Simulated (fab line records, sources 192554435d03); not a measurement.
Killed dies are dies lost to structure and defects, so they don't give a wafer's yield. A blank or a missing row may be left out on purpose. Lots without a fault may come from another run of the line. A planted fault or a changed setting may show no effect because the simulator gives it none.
fab line records | flow n5_finfet | part 1 of 2: steps 1 to 26 of 32
record lots=5 wafers=15 last_day=20
route steps=1938 shown BEOL_M14@1723
lots that met no fault: from a run of the same line without faults
start_h: hours from the record's first day to the start of the lot's first wafer shown | wait_h: hours since the lot's step before | " the same as in the row above | L1.1+2: a row that stands for several wafers | - no value, or no start given | * or withheld: withheld | < > ~ a bound
route shown NAME@n: a module of which the file shows steps, and the number in the route of the first | usual: mean/standard deviation of fault-free wafers | same: alike in all rows | chamber/n: place in a boat | sites: the reading at each site | _std_site: their standard deviation | _edge_site: outer sites' mean less inner sites' | radius_mm: how far each site lies from the wafer's centre | mask NAME#n: copy n | behind: the tool/chamber that last shaped the wafer | hold: why the lot was held/for how many hours/how that ended | device: the transistor (n, p or np) that didn't switch | end of line: the same wafers' tests at the end of the route | a step without rows: its recipe alone | killed: dies lost to structure and defects at the first sort, not the wafer's yield | map: a wafer's dies, x killed, . not, _ none there
set.NAME: the setting as run; set.NAME@STEP: as run at that earlier step | model.NAME: the simulator's own value behind a step, which no gauge read
lots at some steps of the route; a table a step, a row a wafer
services: from which hour (start_h, from the record's first day; less than 0 if before it) a tool's chamber was out of use, for how many hours, and why
## steps
# step N5_BEOL_M14_PEB_08
# recipe peb_temp_c=130 peb_time_s=90
# columns lot.wafer tool chamber start_h wait_h
L076.3+4+6 litho_track-03 0 269.87 0.0
L078.1+3+6 litho_track-04 0 298.96 0.1
L089.2+5+6 litho_track-04 0 354.79 0.0
L093.2+3+6 litho_track-04 0 372.02 0.0
L097.4+5+6 litho_track-02 0 445.11 0.0
# step N5_BEOL_M14_DEVELOP_09
# recipe develop_time_s=45 rinse_liquid=diw dry=air_spin dev_temp_c=21
# usual developer_temp_C=20.99/0.11
# columns lot.wafer tool chamber start_h wait_h developer_temp_C
L076.3 litho_track-03 0 - - 21.28
L076.4 " 0 " " 21.11
L076.6 " 0 " " 21.23
L078.1 litho_track-04 0 - - 21.05
L078.3 " 0 " " 21.09
L078.6 " 0 " " 20.79
L089.2 litho_track-04 0 - - 20.93
L089.5 " 0 " " 20.94
L089.6 " 0 " " 20.76
L093.2 litho_track-04 0 - - 20.72
L093.3 " 0 " " 20.87
L093.6 " 0 " " 20.73
L097.4 litho_track-02 0 - - 21.10
L097.5 " 0 " " 20.88
L097.6 " 0 " " 20.97
# step N5_BEOL_M14_HARDBAKE_14
# recipe temp_c=130 time_s=120
# columns lot.wafer tool chamber start_h wait_h
L076.3+4+6 litho_track-03 0 - -
L078.1+3+6 litho_track-04 0 - -
L089.2+5+6 litho_track-04 0 - -
L093.2+3+6 litho_track-04 0 - -
L097.4+5+6 litho_track-02 0 - -
# step N5_BEOL_M14_CD_MEAS_10
# recipe target_cd_nm=250 landing_energy_ev=500 detector=se_inlens polarity=opening
# usual cd_nm=250.8/1.8
# columns lot.wafer tool chamber start_h wait_h cd_nm
L076.3 cd_sem-02 0 269.99 - 253.2
L076.4 " 0 " " 253.0
L076.6 " 0 " " 252.6
L078.1 cd_sem-03 0 299.07 - 250.6
L078.3 " 0 " " 248.0
L078.6 " 0 " " 250.2
L089.2 cd_sem-03 0 354.90 - 247.7
L089.5 " 0 " " 249.5
L089.6 " 0 " " 249.0
L093.2 cd_sem-02 0 372.13 - 251.9
L093.3 " 0 " " 252.4
L093.6 " 0 " " 250.0
L097.4 cd_sem-01 0 445.23 - 252.8
L097.5 " 0 " " 247.8
L097.6 " 0 " " 248.8
# step N5_BEOL_M14_OVL_MEAS_11
# recipe points_per_wafer=44
# usual V13_OVL=-3/4.5
# columns lot.wafer tool chamber start_h wait_h V13_OVL[nm]
L076.3 overlay-01 0 270.01 0.0 1
L076.4 " 0 " " 4
L076.6 " 0 " " 3
L078.1 overlay-02 0 299.10 0.0 -3
L078.3 " 0 " " -4
L078.6 " 0 " " -1
L089.2 overlay-02 0 354.94 0.0 -1
L089.5 " 0 " " 5
L089.6 " 0 " " -11
L093.2 overlay-01 0 372.16 0.0 1
L093.3 " 0 " " -3
L093.6 " 0 " " -7
L097.4 overlay-02 0 445.26 0.0 -8
L097.5 " 0 " " -6
L097.6 " 0 " " -4
# step N5_BEOL_M14_INSPECT_12
# recipe mode=adi inspect_instrument=macro
# usual raw_defect_count=2.1/1.4
# columns lot.wafer tool chamber start_h wait_h raw_defect_count
L076.3 defect_inspect-01 - 270.04 0.0 3
L076.4 " - " " 0
L076.6 " - " " 3
L078.1 defect_inspect-02 - 299.13 0.0 2
L078.3 " - " " 1
L078.6 " - " " 2
L089.2 defect_inspect-02 - 354.96 0.0 2
L089.5 " - " " 3
L089.6 " - " " 3
L093.2 defect_inspect-01 - 372.19 0.0 1
L093.3 " - " " 2
L093.6 " - " " 1
L097.4 defect_inspect-02 - 445.28 0.0 3
L097.5 " - " " 1
L097.6 " - " " 4
# step N5_BEOL_M14_DESCUM_15
# recipe chemistry=O2 time_s=7.9 source_power_w=50 bias_power_w=20 pressure_mtorr=20 rf_frequency_hz=2.712e+07 temp_c=40 o2_flow_sccm=225
# usual drypump_motor_current_A=5.6/0.45 oes_product_au=0.80/0.085 rf_vpp_V=243.3/1.5 showerhead_plenum_p_Torr=2.10/0.079 throttle_valve_pct=20.29/0.19
# columns lot.wafer tool chamber start_h wait_h drypump_motor_current_A oes_product_au rf_hours_counter_h rf_vpp_V showerhead_plenum_p_Torr throttle_valve_pct
L076.3 rie_diel-02 1 270.18 0.1 5.7 0.75 172 242.3 1.99 20.32
L076.4 " 1 " " 5.7 0.75 - 242.6 1.99 20.33
L076.6 " 0 " " 5.3 0.70 - 242.3 2.06 20.27
L078.1 rie_diel-01 2 299.22 0.1 6.4 0.83 84 245.3 2.21 20.39
L078.3 " 3 " " 4.9 0.82 92 244.9 2.21 20.25
L078.6 " 0 " " 4.9 0.70 - 242.8 2.08 20.67
L089.2 rie_diel-01 0 354.99 0.0 4.9 0.70 251 242.7 2.07 20.71
L089.5 " 3 " " 4.9 0.80 - 244.4 2.20 20.29
L089.6 " 2 " " 6.4 0.82 - 244.4 2.21 20.41
L093.2 rie_diel-02 1 372.22 0.0 5.7 0.72 206 241.3 1.98 20.36
L093.3 " 2 " " 5.9 0.89 38 246.1 2.21 20.41
L093.6 " 1 " " 5.6 0.72 - 241.8 1.98 20.37
L097.4 rie_diel-01 2 445.33 0.0 6.4 0.77 - 244.3 2.19 20.45
L097.5 " 1 " " 5.3 0.81 - 242.5 2.04 20.42
L097.6 " 3 " " 4.9 0.76 - 245.2 2.18 20.34
# step N5_BEOL_M14_ETCH_59
# recipe chemistry=N2/H2 target=BARC target_depth_a=890 overetch_a=267 time_s=67.9 ion_energy_ev=200 pressure_mtorr=30 source_w=840 bias_w=150 n2_flow_sccm=200 h2_flow_sccm=200
# usual drypump_motor_current_A=5.6/0.45 oes_product_au=0.68/0.067 rf_vpp_V=524.4/2.8 showerhead_plenum_p_Torr=2.56/0.1 throttle_valve_pct=17.81/0.16
# columns lot.wafer tool chamber start_h wait_h drypump_motor_current_A oes_product_au rf_hours_counter_h rf_vpp_V showerhead_plenum_p_Torr throttle_valve_pct
L076.3 rie_diel-02 1 270.22 0.0 5.7 0.64 172 521.0 2.43 17.85
L076.4 " 1 " " 5.7 0.64 - 521.5 2.43 17.84
L076.6 " 0 " " 5.3 0.61 - 523.1 2.50 17.80
L078.1 rie_diel-01 2 299.25 0.0 6.4 0.70 84 527.0 2.69 17.91
L078.3 " 3 " " 4.9 0.69 92 525.9 2.68 17.74
L078.6 " 0 " " 4.9 0.60 - 520.4 2.49 17.96
L089.2 rie_diel-01 0 355.03 0.0 4.9 0.59 251 522.2 2.48 17.98
L089.5 " 3 " " 4.9 0.67 - 529.2 2.67 17.77
L089.6 " 2 " " 6.4 0.69 - 527.6 2.68 17.95
L093.2 rie_diel-02 1 372.26 0.0 5.7 0.62 206 520.0 2.42 17.91
L093.3 " 2 " " 5.9 0.75 38 527.9 2.70 17.96
L093.6 " 1 " " 5.7 0.62 - 520.4 2.42 17.91
L097.4 rie_diel-01 2 445.38 0.0 6.4 0.66 - 527.6 2.67 18.01
L097.5 " 1 " " 5.3 0.70 - 523.1 2.46 17.80
L097.6 " 3 " " 4.9 0.65 - 525.0 2.66 17.84
# step N5_BEOL_M14_VIA_ETCH_16
# recipe chemistry=C4F8/O2/Ar target=SiO2 he_inner_torr=15 he_outer_torr=30 target_depth_a=12313 time_s=withheld ion_energy_ev=800 pressure_mtorr=20 source_w=1905 bias_w=2040 Ar_flow_sccm=400 C4F8_flow_sccm=16 O2_flow_sccm=12 ends=cleared
# usual drypump_motor_current_A=5.6/0.45 oes_ar_750_au=0.80/0.079 oes_o_777_au=0.80/0.079 oes_product_au=0.72/0.076 rf_vpp_V=2219/33 showerhead_plenum_p_Torr=3.47/0.11 throttle_valve_pct=30.80/0.18
# columns lot.wafer tool chamber start_h wait_h drypump_motor_current_A oes_ar_750_au oes_o_777_au oes_product_au rf_vpp_V showerhead_plenum_p_Torr throttle_valve_pct
L076.3 rie_diel-02 1 270.27 0.0 5.6 0.75 0.74 0.68 2222 3.31 30.96
L076.4 " 1 " " 5.6 0.75 0.74 0.67 2221 3.31 30.97
L076.6 " 0 " " 5.3 0.73 0.72 0.64 2191 3.42 30.89
L078.1 rie_diel-01 2 299.31 0.0 6.4 0.82 0.82 0.74 2276 3.63 30.97
L078.3 " 3 " " 4.9 0.80 0.80 0.73 2202 3.59 30.59
L078.6 " 0 " " 4.9 0.70 0.70 0.63 2252 3.41 31.08
L089.2 rie_diel-01 0 355.08 0.0 4.9 0.68 0.69 0.61 2251 3.40 31.11
L089.5 " 3 " " 4.9 0.78 0.78 0.71 2200 3.58 30.61
L089.6 " 2 " " 6.4 0.80 0.80 0.73 2274 3.62 31.00
L093.2 rie_diel-02 1 372.31 0.0 5.7 0.73 0.72 0.66 2221 3.30 30.98
L093.3 " 2 " " 5.9 0.88 0.89 0.80 2184 3.63 30.92
L093.6 " 1 " " 5.6 0.73 0.71 0.66 2222 3.30 30.99
L097.4 rie_diel-01 2 445.49 0.1 6.4 0.77 0.77 0.70 2272 3.60 31.01
L097.5 " 1 " " 5.3 0.81 0.80 0.74 2236 3.32 30.72
L097.6 " 3 " " 4.9 0.75 0.75 0.68 2199 3.56 30.63
# step N5_BEOL_M14_STRIP_63
# recipe chemistry=O2 power_w=600 temp_c=60 pressure_mtorr=30 rf_frequency_hz=6e+07 bias_power_w=0 overash_fraction=0.3 o2_flow_sccm=225
# usual drypump_motor_current_A=5.6/0.45 oes_product_au=0.80/0.085 rf_vpp_V=3.6/0.85 showerhead_plenum_p_Torr=2.11/0.079 throttle_valve_pct=16.55/0.18
# columns lot.wafer tool chamber start_h wait_h drypump_motor_current_A oes_product_au rf_hours_counter_h rf_vpp_V showerhead_plenum_p_Torr throttle_valve_pct
L076.3 rie_diel-02 1 - - 5.6 0.74 173 4.4 2.00 16.58
L076.4 " 1 " " 5.6 0.74 - 4.6 2.00 16.58
L076.6 " 0 " " 5.3 0.70 - 3.5 2.06 16.57
L078.1 rie_diel-01 2 - - 6.4 0.84 84 4.7 2.22 16.60
L078.3 " 3 " " 4.9 0.83 92 4.1 2.21 16.48
L078.6 " 0 " " 4.9 0.70 - 3.9 2.08 16.89
L089.2 rie_diel-01 0 - - 4.9 0.68 251 2.7 2.08 16.93
L089.5 " 3 " " 4.9 0.79 - 3.5 2.20 16.54
L089.6 " 2 " " 6.4 0.81 - 3.6 2.21 16.64
L093.2 rie_diel-02 1 - - 5.7 0.72 206 3.5 1.99 16.66
L093.3 " 2 " " 5.9 0.90 39 2.9 2.22 16.62
L093.6 " 1 " " 5.7 0.72 - 2.1 1.99 16.62
L097.4 rie_diel-01 2 - - 6.4 0.78 - 3.4 2.20 16.70
L097.5 " 1 " " 5.3 0.83 - 3.7 2.04 16.66
L097.6 " 3 " " 4.9 0.77 - 3.0 2.19 16.59
# step N5_BEOL_M14_STRIP_64
# recipe chemistry=O2 power_w=600 temp_c=60 pressure_mtorr=30 rf_frequency_hz=6e+07 bias_power_w=0 overash_fraction=0.3 o2_flow_sccm=225
# usual drypump_motor_current_A=5.6/0.45 oes_product_au=0.80/0.085 rf_vpp_V=3.6/0.54 showerhead_plenum_p_Torr=2.11/0.079 throttle_valve_pct=16.55/0.18
# columns lot.wafer tool chamber start_h wait_h drypump_motor_current_A oes_product_au rf_hours_counter_h rf_vpp_V showerhead_plenum_p_Torr throttle_valve_pct
L076.3 rie_diel-02 1 - - 5.6 0.74 173 4.0 2.00 16.59
L076.4 " 1 " " 5.7 0.74 - 4.1 2.00 16.59
L076.6 " 0 " " 5.3 0.70 - 3.0 2.06 16.59
L078.1 rie_diel-01 2 - - 6.4 0.83 84 3.2 2.22 16.59
L078.3 " 3 " " 4.9 0.82 92 3.9 2.21 16.46
L078.6 " 0 " " 4.9 0.70 - 3.9 2.08 16.89
L089.2 rie_diel-01 0 - - 4.9 0.70 251 4.4 2.08 16.93
L089.5 " 3 " " 4.9 0.80 - 3.8 2.20 16.52
L089.6 " 2 " " 6.4 0.81 - 3.5 2.21 16.63
L093.2 rie_diel-02 1 - - 5.6 0.71 206 3.6 1.99 16.65
L093.3 " 2 " " 5.9 0.89 39 3.7 2.22 16.64
L093.6 " 1 " " 5.6 0.71 - 4.5 1.99 16.65
L097.4 rie_diel-01 2 - - 6.4 0.77 - 2.6 2.20 16.71
L097.5 " 1 " " 5.3 0.82 - 3.1 2.04 16.66
L097.6 " 3 " " 4.9 0.76 - 3.2 2.19 16.58
# step N5_BEOL_M14_STRIP_71
# recipe chemistry=post_etch_residue_remover time_s=60 temp_c=25 remover_ph=withheld remover_water_wt_pct=withheld remover_fluoride_wt_pct=withheld
# columns lot.wafer tool chamber start_h wait_h
L076.3+4+6 wet_bench-01 4,0,1 270.56 -
L078.1+3+6 wet_bench-03 7,1,2 299.59 -
L089.2+5+6 wet_bench-01 6,5,4 355.37 -
L093.2+3+6 wet_bench-02 3,2,0 372.60 -
L097.4+5+6 wet_bench-03 6,7,5 445.69 -
# step N5_BEOL_M14_SRD_72
# recipe time_s=30 temp_c=23 rinse_liquid=diw dry=n2_spin spin_rpm=1500 dry_time_s=30
# usual do_supply_ppb=10.00/0.1
# columns lot.wafer tool chamber start_h wait_h do_supply_ppb
L076.3 wet_bench-01 4 270.58 0.0 9.79
L076.4 " 0 " " 9.97
L076.6 " 1 " " 9.98
L078.1 wet_bench-03 7 299.61 0.0 10.11
L078.3 " 1 " " 9.91
L078.6 " 2 " " 10.09
L089.2 wet_bench-01 6 355.39 0.0 9.95
L089.5 " 5 " " 9.86
L089.6 " 4 " " 9.86
L093.2 wet_bench-02 3 372.62 0.0 10.15
L093.3 " 2 " " 9.89
L093.6 " 0 " " 10.00
L097.4 wet_bench-03 6 445.71 0.0 9.91
L097.5 " 7 " " 9.78
L097.6 " 5 " " 9.88
# step N5_BEOL_M14_CD_MEAS_17
# recipe target_cd_nm=250 polarity=opening
# usual cd_nm=251.9/2.2
# columns lot.wafer tool chamber start_h wait_h cd_nm
L076.3 cd_sem-03 - 270.62 0.0 255.7
L076.4 " - " " 255.6
L076.6 " - " " 254.3
L078.1 cd_sem-01 - 299.65 0.0 250.7
L078.3 " - " " 248.0
L078.6 " - " " 249.8
L089.2 cd_sem-02 - 355.43 0.0 248.1
L089.5 " - " " 250.6
L089.6 " - " " 249.6
L093.2 cd_sem-01 - 372.66 0.0 253.1
L093.3 " - " " 255.5
L093.6 " - " " 252.1
L097.4 cd_sem-03 - 445.75 0.0 253.5
L097.5 " - " " 247.0
L097.6 " - " " 248.3
# step N5_BEOL_M14_COAT_65
# recipe resist=SOC temp_c=250 time_s=60 spin_rpm=1500 resist_thk_nm=450
# columns lot.wafer tool chamber start_h wait_h
L076.3+4+6 litho_track-04 0 270.65 0.0
L078.1+3+6 litho_track-04 0 299.69 0.0
L089.2+5+6 litho_track-03 0 355.47 0.0
L093.2+3+6 litho_track-04 0 372.69 0.0
L097.4+5+6 litho_track-03 0 445.79 0.0
# step N5_BEOL_M14_COAT_66
# recipe resist=SiARC temp_c=220 time_s=60 spin_rpm=1500 resist_thk_nm=110
# columns lot.wafer tool chamber start_h wait_h
L076.3+4+6 litho_track-04 0 - -
L078.1+3+6 litho_track-04 0 - -
L089.2+5+6 litho_track-03 0 - -
L093.2+3+6 litho_track-04 0 - -
L097.4+5+6 litho_track-03 0 - -
# step N5_BEOL_M14_COAT_22
# recipe spin_rpm=2888 resist_thk_nm=300
# columns lot.wafer tool chamber start_h wait_h
L076.3+4+6 litho_track-04 0 - -
L078.1+3+6 litho_track-04 0 - -
L089.2+5+6 litho_track-03 0 - -
L093.2+3+6 litho_track-04 0 - -
L097.4+5+6 litho_track-03 0 - -
# step N5_BEOL_M14_EBR_24
# recipe solvent=PGMEA ebr_width_mm=1.5
# columns lot.wafer tool chamber start_h wait_h
L076.3+4+6 litho_track-04 0 - -
L078.1+3+6 litho_track-04 0 - -
L089.2+5+6 litho_track-03 0 - -
L093.2+3+6 litho_track-04 0 - -
L097.4+5+6 litho_track-03 0 - -
# step N5_BEOL_M14_SOFTBAKE_23
# recipe temp_c=130 time_s=60
# columns lot.wafer tool chamber start_h wait_h
L076.3+4+6 litho_track-04 0 - -
L078.1+3+6 litho_track-04 0 - -
L089.2+5+6 litho_track-03 0 - -
L093.2+3+6 litho_track-04 0 - -
L097.4+5+6 litho_track-03 0 - -
# step N5_BEOL_M14_EXPOSE_25
# recipe mask_id=M14 na=0.8 source_shape=annular sigma_inner=0.5 sigma_outer=0.8 polarization=unpolarized target_cd_nm=280 dose_mj=26.6
# usual focus_offset_nm=0.1/0.55
# columns lot.wafer tool chamber start_h wait_h mask focus_offset_nm
L076.3 krf_scanner-02 0 270.91 - M14#0 0.3
L076.4 " 0 " " M14#0 0.0
L076.6 " 0 " " M14#0 0.6
L078.1 krf_scanner-02 0 299.93 - M14#0 0.4
L078.3 " 0 " " M14#0 0.5
L078.6 " 0 " " M14#0 0.8
L089.2 krf_scanner-02 0 355.71 - M14#0 0.2
L089.5 " 0 " " M14#0 -0.1
L089.6 " 0 " " M14#0 0.1
L093.2 krf_scanner-02 0 372.94 - M14#0 0.6
L093.3 " 0 " " M14#0 -0.3
L093.6 " 0 " " M14#0 0.6
L097.4 krf_scanner-01 0 445.92 - M14#0 0.1
L097.5 " 0 " " M14#0 1.2
L097.6 " 0 " " M14#0 -0.2
# step N5_BEOL_M14_PEB_26
# recipe peb_temp_c=130 peb_time_s=90
# columns lot.wafer tool chamber start_h wait_h
L076.3+4+6 litho_track-02 0 270.95 0.0
L078.1+3+6 litho_track-04 0 299.99 0.1
L089.2+5+6 litho_track-02 0 355.77 0.0
L093.2+3+6 litho_track-04 0 372.99 0.0
L097.4+5+6 litho_track-02 0 445.96 0.0
# step N5_BEOL_M14_DEVELOP_27
# recipe develop_time_s=45 rinse_liquid=diw dry=air_spin dev_temp_c=21
# usual developer_temp_C=21.00/0.095
# columns lot.wafer tool chamber start_h wait_h developer_temp_C
L076.3 litho_track-02 0 - - 21.03
L076.4 " 0 " " 20.97
L076.6 " 0 " " 21.04
L078.1 litho_track-04 0 - - 20.90
L078.3 " 0 " " 20.88
L078.6 " 0 " " 20.95
L089.2 litho_track-02 0 - - 20.88
L089.5 " 0 " " 20.87
L089.6 " 0 " " 20.98
L093.2 litho_track-04 0 - - 20.99
L093.3 " 0 " " 20.97
L093.6 " 0 " " 20.95
L097.4 litho_track-02 0 - - 21.14
L097.5 " 0 " " 21.07
L097.6 " 0 " " 20.96
# step N5_BEOL_M14_HARDBAKE_32
# recipe temp_c=130 time_s=120
# columns lot.wafer tool chamber start_h wait_h
L076.3+4+6 litho_track-02 0 - -
L078.1+3+6 litho_track-04 0 - -
L089.2+5+6 litho_track-02 0 - -
L093.2+3+6 litho_track-04 0 - -
L097.4+5+6 litho_track-02 0 - -
# step N5_BEOL_M14_CD_MEAS_28
# recipe target_cd_nm=284.4 landing_energy_ev=500 detector=se_inlens
# usual cd_nm=284.3/1.8
# columns lot.wafer tool chamber start_h wait_h cd_nm
L076.3 cd_sem-02 0 271.07 - 284.1
L076.4 " 0 " " 284.1
L076.6 " 0 " " 282.5
L078.1 cd_sem-02 0 300.10 - 284.7
L078.3 " 0 " " 281.4
L078.6 " 0 " " 282.7
L089.2 cd_sem-02 0 355.88 - 287.3
L089.5 " 0 " " 284.4
L089.6 " 0 " " 283.4
L093.2 cd_sem-03 0 373.11 - 280.5
L093.3 " 0 " " 282.9
L093.6 " 0 " " 284.5
L097.4 cd_sem-03 0 446.08 - 287.2
L097.5 " 0 " " 286.3
L097.6 " 0 " " 287.5
# step N5_BEOL_M14_OVL_MEAS_29
# recipe points_per_wafer=44
# usual M14_OVL=1/4.9
# columns lot.wafer tool chamber start_h wait_h M14_OVL[nm]
L076.3 overlay-02 0 271.10 0.0 -1
L076.4 " 0 " " 2
L076.6 " 0 " " -4
L078.1 overlay-02 0 300.14 0.0 0
L078.3 " 0 " " 3
L078.6 " 0 " " 6
L089.2 overlay-02 0 355.91 0.0 7
L089.5 " 0 " " 6
L089.6 " 0 " " 2
L093.2 overlay-01 0 373.14 0.0 0
L093.3 " 0 " " -6
L093.6 " 0 " " 3
L097.4 overlay-01 0 446.11 0.0 -3
L097.5 " 0 " " -3
L097.6 " 0 " " -8
# step N5_BEOL_M14_INSPECT_30
# recipe mode=adi inspect_instrument=macro
# usual raw_defect_count=2.0/1.4
# columns lot.wafer tool chamber start_h wait_h raw_defect_count
L076.3 defect_inspect-01 - 271.13 0.0 3
L076.4 " - " " 1
L076.6 " - " " 2
L078.1 defect_inspect-02 - 300.16 0.0 1
L078.3 " - " " 0
L078.6 " - " " 3
L089.2 defect_inspect-01 - 355.93 0.0 3
L089.5 " - " " 4
L089.6 " - " " 2
L093.2 defect_inspect-01 - 373.16 0.0 0
L093.3 " - " " 1
L093.6 " - " " 1
L097.4 defect_inspect-02 - 446.13 0.0 3
L097.5 " - " " 3
L097.6 " - " " 1
